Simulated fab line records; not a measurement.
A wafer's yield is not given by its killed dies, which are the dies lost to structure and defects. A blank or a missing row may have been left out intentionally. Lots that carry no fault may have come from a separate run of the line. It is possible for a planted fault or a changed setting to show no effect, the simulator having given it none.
Which tool is to blame? :: flow nand harc :: 12 lots with 36 wafers sampled at 5 steps, on a route of 1302 steps

WHAT THE GAUGES READ, wafer by wafer
NHARC_P_M2_INSPECT_27. Usual: 332 for raw defect count, sd 130.
lot: L513
measured: day 6 23:13
on: defect inspect-02
raw defect count: 229 208 423
flag: 

lot: L514
measured: day 7 10:08
on: defect inspect-01
raw defect count: 361 375 615
flag: 

lot: L515
measured: day 7 18:43
on: defect inspect-01
raw defect count: 203 199 330
flag: 

lot: L517
measured: day 8 21:08
on: defect inspect-02
raw defect count: 602 276 353
flag: 

lot: L518
measured: day 9 01:35
on: defect inspect-02
raw defect count: 293 161 287
flag: 

lot: L521
measured: day 10 13:17
on: defect inspect-02
raw defect count: 214 176 289
flag: 

lot: L523
measured: day 11 02:52
on: defect inspect-02
raw defect count: 235 228 472
flag: 

lot: L522
measured: day 11 05:26
on: defect inspect-01
raw defect count: 301 497 185
flag: 

lot: L525
measured: day 11 21:07
on: defect inspect-02
raw defect count: 208 194 285
flag: 

lot: L530
measured: day 13 23:41
on: defect inspect-02
raw defect count: 240 185 291
flag: 

lot: L534
measured: day 15 19:51
on: defect inspect-01
raw defect count: 362 462 506
flag: 

lot: L535
measured: day 16 11:17
on: defect inspect-02
raw defect count: 487 464 440
flag: 

NHARC_END_SORT_01. Usual: defect limited yield 91.5 %, standard deviation 2.4; killed at array 52, standard deviation 17; killed at other 0.9, standard deviation 1.2; killed at periphery 3.9, standard deviation 2.7; killed dies 57, standard deviation 16; killed open 3.3, standard deviation 1.9; killed short 2.5, standard deviation 1.5; sort_bin_2_pct 3.0 %, standard deviation 1.2; sort_bin_3_pct 0.6 %, standard deviation 0.34; sort_bin_4_pct 4.8 %, standard deviation 1.3; sort n pass 620, standard deviation 16; sort rim yield pct 89 %, standard deviation 4.3; sort yield pct 91.5 %, standard deviation 2.4.
lot: L513
measured: day 25 10:02
on: prober-01
defect limited yield (%): 86.3 88.2 86.7
killed at array: 87 75 87
killed at other: 0 0 0
killed at periphery: 6 5 3
killed dies: 93 80 90
killed open: 8 3 3
killed short: 3 1 2
sort_bin_2_pct (%): 5.2 4.6 5.5
sort_bin_3_pct (%): 1.0 1.3 0.6
sort_bin_4_pct (%): 7.5 5.9 7.2
sort n pass: 584 597 587
sort rim yield pct (%): 90 86 93
sort yield pct (%): 86.3 88.2 86.7
flag: 

lot: L514
measured: day 25 16:59
on: prober-02
defect limited yield (%): 90.8 88.3 88.0
killed at array: 59 76 80
killed at other: 0 0 0
killed at periphery: 3 3 1
killed dies: 62 79 81
killed open: 2 2 2
killed short: 1 2 4
sort_bin_2_pct (%): 4.1 4.3 5.2
sort_bin_3_pct (%): 0.7 0.9 0.4
sort_bin_4_pct (%): 4.3 6.5 6.4
sort n pass: 615 598 596
sort rim yield pct (%): 94 93 89
sort yield pct (%): 90.8 88.3 88.0
flag: 

lot: L515
measured: day 25 09:59
on: prober-02
defect limited yield (%): 91.0 91.9 91.3
killed at array: 58 52 50
killed at other: 1 1 1
killed at periphery: 2 2 8
killed dies: 61 55 59
killed open: 3 5 3
killed short: 2 3 5
sort_bin_2_pct (%): 2.8 3.5 2.7
sort_bin_3_pct (%): 1.0 0.1 0.7
sort_bin_4_pct (%): 5.2 4.4 5.3
sort n pass: 616 622 618
sort rim yield pct (%): 81 90 87
sort yield pct (%): 91.0 91.9 91.3
flag: 

lot: L517
measured: day 27 14:13
on: prober-01
defect limited yield (%): 94.7 96.2 94.4
killed at array: 32 24 28
killed at other: 4 1 2
killed at periphery: 0 1 8
killed dies: 36 26 38
killed open: 3 1 7
killed short: 3 4 5
sort_bin_2_pct (%): 1.0 0.9 1.6
sort_bin_3_pct (%): 0.1 0.1 0.4
sort_bin_4_pct (%): 4.1 2.8 3.5
sort n pass: 641 651 639
sort rim yield pct (%): 94 93 94
sort yield pct (%): 94.7 96.2 94.4
flag: 

lot: L518
measured: day 26 23:50
on: prober-02
defect limited yield (%): 88.3 89.4 89.4
killed at array: 76 71 71
killed at other: 0 0 0
killed at periphery: 3 1 1
killed dies: 79 72 72
killed open: 1 2 3
killed short: 3 1 6
sort_bin_2_pct (%): 4.6 3.8 4.7
sort_bin_3_pct (%): 1.5 0.7 1.0
sort_bin_4_pct (%): 5.6 6.1 4.9
sort n pass: 598 605 605
sort rim yield pct (%): 94 92 92
sort yield pct (%): 88.3 89.4 89.4
flag: 

lot: L521
measured: day 28 06:49
on: prober-02
defect limited yield (%): 90.3 91.9 90.8
killed at array: 57 48 55
killed at other: 3 2 2
killed at periphery: 6 5 5
killed dies: 66 55 62
killed open: 3 4 3
killed short: 2 1 2
sort_bin_2_pct (%): 3.2 3.4 3.2
sort_bin_3_pct (%): 0.6 0.9 1.0
sort_bin_4_pct (%): 5.9 3.8 4.9
sort n pass: 611 622 615
sort rim yield pct (%): 83 90 92
sort yield pct (%): 90.3 91.9 90.8
flag: 

lot: L523
measured: day 28 22:32
on: prober-01
defect limited yield (%): 92.0 90.0 91.4
killed at array: 51 67 50
killed at other: 0 0 2
killed at periphery: 3 1 6
killed dies: 54 68 58
killed open: 4 2 4
killed short: 4 0 3
sort_bin_2_pct (%): 3.2 4.6 3.1
sort_bin_3_pct (%): 0.6 0.4 0.4
sort_bin_4_pct (%): 4.1 5.0 5.0
sort n pass: 623 609 619
sort rim yield pct (%): 87 92 87
sort yield pct (%): 92.0 90.0 91.4
flag: 

lot: L522
measured: day 29 00:11
on: prober-02
defect limited yield (%): 92.6 92.6 94.4
killed at array: 42 43 34
killed at other: 1 0 0
killed at periphery: 7 7 4
killed dies: 50 50 38
killed open: 3 2 4
killed short: 2 1 2
sort_bin_2_pct (%): 2.2 2.7 1.6
sort_bin_3_pct (%): 0.3 0.4 0.3
sort_bin_4_pct (%): 4.9 4.3 3.7
sort n pass: 627 627 639
sort rim yield pct (%): 91 85 87
sort yield pct (%): 92.6 92.6 94.4
flag: 

lot: L525
measured: day 29 07:08
on: prober-01
defect limited yield (%): 91.7 89.5 93.1
killed at array: 47 60 45
killed at other: 5 6 1
killed at periphery: 4 5 1
killed dies: 56 71 47
killed open: 3 2 2
killed short: 4 3 2
sort_bin_2_pct (%): 3.0 4.3 1.5
sort_bin_3_pct (%): 0.7 0.9 0.4
sort_bin_4_pct (%): 4.6 5.3 5.0
sort n pass: 621 606 630
sort rim yield pct (%): 94 92 90
sort yield pct (%): 91.7 89.5 93.1
flag: 

lot: L530
measured: day 31 21:22
on: prober-01
defect limited yield (%): 89.4 90.3 90.8
killed at array: 66 54 53
killed at other: 0 0 1
killed at periphery: 6 12 8
killed dies: 72 66 62
killed open: 7 6 6
killed short: 3 2 2
sort_bin_2_pct (%): 3.2 3.0 3.4
sort_bin_3_pct (%): 1.3 1.2 0.7
sort_bin_4_pct (%): 6.1 5.6 5.0
sort n pass: 605 611 615
sort rim yield pct (%): 84 90 86
sort yield pct (%): 89.4 90.3 90.8
flag: 

lot: L534
measured: day 34 21:46
on: prober-01
defect limited yield (%): 91.9 92.3 92.9
killed at array: 53 49 46
killed at other: 0 0 0
killed at periphery: 2 3 2
killed dies: 55 52 48
killed open: 3 3 1
killed short: 3 4 0
sort_bin_2_pct (%): 2.7 2.1 3.4
sort_bin_3_pct (%): 0.4 0.7 0.4
sort_bin_4_pct (%): 5.0 4.9 3.2
sort n pass: 622 625 629
sort rim yield pct (%): 82 84 84
sort yield pct (%): 91.9 92.3 92.9
flag: 

lot: L535
measured: day 34 14:47
on: prober-01
defect limited yield (%): 88.8 90.4 90.0
killed at array: 73 65 65
killed at other: 0 0 0
killed at periphery: 3 0 3
killed dies: 76 65 68
killed open: 3 2 5
killed short: 7 4 3
sort_bin_2_pct (%): 4.7 3.1 4.3
sort_bin_3_pct (%): 0.6 0.4 0.4
sort_bin_4_pct (%): 5.9 6.1 5.3
sort n pass: 601 612 609
sort rim yield pct (%): 82 79 83
sort yield pct (%): 88.8 90.4 90.0
flag: 

WHAT TOOL EACH LOT RAN ON (gives the tool, then ch and the chambers of the sampled wafers, and finally the start)
lot: L513
NHARC_P_M2_ETCH_15: rie diel-03 ch 1,2,3, day 6 23:13 or earlier
NHARC_P_M2_PRE_CLEAN_32: pecvd-04 ch 0,1,2, day 6 23:17
NHARC_P_BONDPAD_DEP_00: pecvd-01 ch 0,1, day 6 23:49

lot: L514
NHARC_P_M2_ETCH_15: rie diel-01 ch 0,1,3, day 7 10:08 or earlier
NHARC_P_M2_PRE_CLEAN_32: pecvd-01 ch 0,1,2, day 7 10:12
NHARC_P_BONDPAD_DEP_00: pecvd-01 ch 1,2, day 7 10:43

lot: L515
NHARC_P_M2_ETCH_15: rie diel-03 ch 1,3, day 7 18:43 or earlier
NHARC_P_M2_PRE_CLEAN_32: pecvd-04 ch 0,1, day 7 18:48
NHARC_P_BONDPAD_DEP_00: pecvd-01 ch 0,2, day 7 19:19

lot: L517
NHARC_P_M2_ETCH_15: rie diel-01 ch 0,1, day 8 21:08 or earlier
NHARC_P_M2_PRE_CLEAN_32: pecvd-01 ch 1,2, day 8 21:14
NHARC_P_BONDPAD_DEP_00: pecvd-02 ch 0,1,2, day 8 21:44

lot: L518
NHARC_P_M2_ETCH_15: rie diel-01 ch 0,2,3, day 9 01:35 or earlier
NHARC_P_M2_PRE_CLEAN_32: pecvd-01 ch 0,1,2, day 9 01:40
NHARC_P_BONDPAD_DEP_00: pecvd-01 ch 0,2, day 9 02:07

lot: L521
NHARC_P_M2_ETCH_15: rie diel-03 ch 1,3, day 10 13:17 or earlier
NHARC_P_M2_PRE_CLEAN_32: pecvd-04 ch 1,2, day 10 13:22
NHARC_P_BONDPAD_DEP_00: pecvd-04 ch 0,2, day 10 13:55

lot: L523
NHARC_P_M2_ETCH_15: rie diel-01 ch 1,2,3, day 11 02:52 or earlier
NHARC_P_M2_PRE_CLEAN_32: pecvd-04 ch 0,1, day 11 02:57
NHARC_P_BONDPAD_DEP_00: pecvd-01 ch 0,1,2, day 11 03:28

lot: L522
NHARC_P_M2_ETCH_15: rie diel-03 ch 1,2,3, day 11 05:26 or earlier
NHARC_P_M2_PRE_CLEAN_32: pecvd-02 ch 0,1,2, day 11 05:32
NHARC_P_BONDPAD_DEP_00: pecvd-01 ch 0,1,2, day 11 06:07

lot: L525
NHARC_P_M2_ETCH_15: rie diel-01 ch 0,1,2, day 11 21:07 or earlier
NHARC_P_M2_PRE_CLEAN_32: pecvd-04 ch 0,2, day 11 21:27
NHARC_P_BONDPAD_DEP_00: pecvd-01 ch 0,1, day 11 21:58

lot: L530
NHARC_P_M2_ETCH_15: rie diel-01 ch 1,3, day 13 23:41 or earlier
NHARC_P_M2_PRE_CLEAN_32: pecvd-04 ch 0,2, day 13 23:46
NHARC_P_BONDPAD_DEP_00: pecvd-04 ch 0,1,2, day 14 00:13

lot: L534
NHARC_P_M2_ETCH_15: rie diel-06 ch 0,1,2, day 15 19:51 or earlier
NHARC_P_M2_PRE_CLEAN_32: pecvd-01 ch 0,2, day 15 19:56
NHARC_P_BONDPAD_DEP_00: pecvd-01 ch 1,2, day 15 20:23

lot: L535
NHARC_P_M2_ETCH_15: rie diel-06 ch 1,2,3, day 16 11:17 or earlier
NHARC_P_M2_PRE_CLEAN_32: pecvd-01 ch 0,1, day 16 11:22
NHARC_P_BONDPAD_DEP_00: pecvd-04 ch 0,2, day 16 11:50
- NHARC_P_M2_ETCH_15: etches the open film in C4F8/Ar, target depth 182.5 nm, time 91.2 s.
- NHARC_P_M2_PRE_CLEAN_32: time 12 s.
- NHARC_P_BONDPAD_DEP_00: deposits SiCN, target thk 250 nm.

WHAT THE TOOLS THEMSELVES READ (means of the sampled wafers that have a number; where no wafer has one, the mark that the record gives instead)
NHARC_P_M2_ETCH_15. Usual: bias w 299.9 W, standard deviation 0.89; oes product au 0.932 a.u., standard deviation 0.017; rf vpp V 442.1 V, standard deviation 2.2.
lot: L513
tool: rie diel-03
bias w (W): 299.9
oes product au (a.u.): 0.952
rf vpp V (V): 442.6
flag: 

lot: L514
tool: rie diel-01
bias w (W): 300.5
oes product au (a.u.): 0.933
rf vpp V (V): 440.6
flag: 

lot: L515
tool: rie diel-03
bias w (W): 300.6
oes product au (a.u.): 0.921
rf vpp V (V): 441.0
flag: 

lot: L517
tool: rie diel-01
bias w (W): 300.0
oes product au (a.u.): 0.926
rf vpp V (V): 441.2
flag: 

lot: L518
tool: rie diel-01
bias w (W): 300.3
oes product au (a.u.): 0.932
rf vpp V (V): 442.4
flag: 

lot: L521
tool: rie diel-03
bias w (W): 299.3
oes product au (a.u.): 0.920
rf vpp V (V): 442.5
flag: 

lot: L523
tool: rie diel-01
bias w (W): 299.7
oes product au (a.u.): 0.949
rf vpp V (V): 441.3
flag: 

lot: L522
tool: rie diel-03
bias w (W): 300.7
oes product au (a.u.): 0.915
rf vpp V (V): 442.9
flag: 

lot: L525
tool: rie diel-01
bias w (W): 299.3
oes product au (a.u.): 0.930
rf vpp V (V): 442.0
flag: 

lot: L530
tool: rie diel-01
bias w (W): 299.1
oes product au (a.u.): 0.927
rf vpp V (V): 439.1
flag: 

lot: L534
tool: rie diel-06
bias w (W): 298.9
oes product au (a.u.): 0.961
rf vpp V (V): 442.7
flag: 

lot: L535
tool: rie diel-06
bias w (W): 299.6
oes product au (a.u.): 0.961
rf vpp V (V): 442.6
flag: 

NHARC_P_M2_PRE_CLEAN_32. Usual: 622 W for heater power w, sd 88.
lot: L513
tool: pecvd-04
heater power w (W): 614
flag: 

lot: L514
tool: pecvd-01
heater power w (W): 614
flag: 

lot: L515
tool: pecvd-04
heater power w (W): 617
flag: 

lot: L517
tool: pecvd-01
heater power w (W): 606
flag: 

lot: L518
tool: pecvd-01
heater power w (W): 655
flag: 

lot: L521
tool: pecvd-04
heater power w (W): 637
flag: 

lot: L523
tool: pecvd-04
heater power w (W): 628
flag: 

lot: L522
tool: pecvd-02
heater power w (W): 638
flag: 

lot: L525
tool: pecvd-04
heater power w (W): 552
flag: 

lot: L530
tool: pecvd-04
heater power w (W): 607
flag: 

lot: L534
tool: pecvd-01
heater power w (W): 576
flag: 

lot: L535
tool: pecvd-01
heater power w (W): 694
flag: 

NHARC_P_BONDPAD_DEP_00. Usual: chamber pressure Torr 3.001 Torr, standard deviation 0.0067; heater power w 568 W, standard deviation 97.
lot: L513
tool: pecvd-01
chamber pressure Torr (Torr): 2.996
heater power w (W): 627
flag: 

lot: L514
tool: pecvd-01
chamber pressure Torr (Torr): 2.998
heater power w (W): 565
flag: 

lot: L515
tool: pecvd-01
chamber pressure Torr (Torr): 3.001
heater power w (W): 503
flag: 

lot: L517
tool: pecvd-02
chamber pressure Torr (Torr): 3.000
heater power w (W): 588
flag: 

lot: L518
tool: pecvd-01
chamber pressure Torr (Torr): 2.996
heater power w (W): 548
flag: 

lot: L521
tool: pecvd-04
chamber pressure Torr (Torr): 2.995
heater power w (W): 505
flag: 

lot: L523
tool: pecvd-01
chamber pressure Torr (Torr): 2.999
heater power w (W): 583
flag: 

lot: L522
tool: pecvd-01
chamber pressure Torr (Torr): 3.002
heater power w (W): 569
flag: 

lot: L525
tool: pecvd-01
chamber pressure Torr (Torr): 3.002
heater power w (W): 622
flag: 

lot: L530
tool: pecvd-04
chamber pressure Torr (Torr): 3.002
heater power w (W): 581
flag: 

lot: L534
tool: pecvd-01
chamber pressure Torr (Torr): 3.001
heater power w (W): 574
flag: 

lot: L535
tool: pecvd-04
chamber pressure Torr (Torr): 3.002
heater power w (W): 488
flag: 

THE ANSWER, worked out from the rows above alone
Rule: lot off if the mean of its wafers having a number is beyond 3 standard deviations from the usual mean. Also off: a lot with no number at a reading for which 4 or more lots have one. Where the step has rows for the other lots, those lots are counted as sound. Order of review: gauges by route order, followed by the tools' own readings, for which a lot's mean as printed above is used. At the first step where some lot is off, the reading lying furthest off is the one used; lots without a number count as furthest.
No lot is off on any of the readings shown, so nothing can be concluded from this.

WHAT THE SIMULATOR HAD INSERTED
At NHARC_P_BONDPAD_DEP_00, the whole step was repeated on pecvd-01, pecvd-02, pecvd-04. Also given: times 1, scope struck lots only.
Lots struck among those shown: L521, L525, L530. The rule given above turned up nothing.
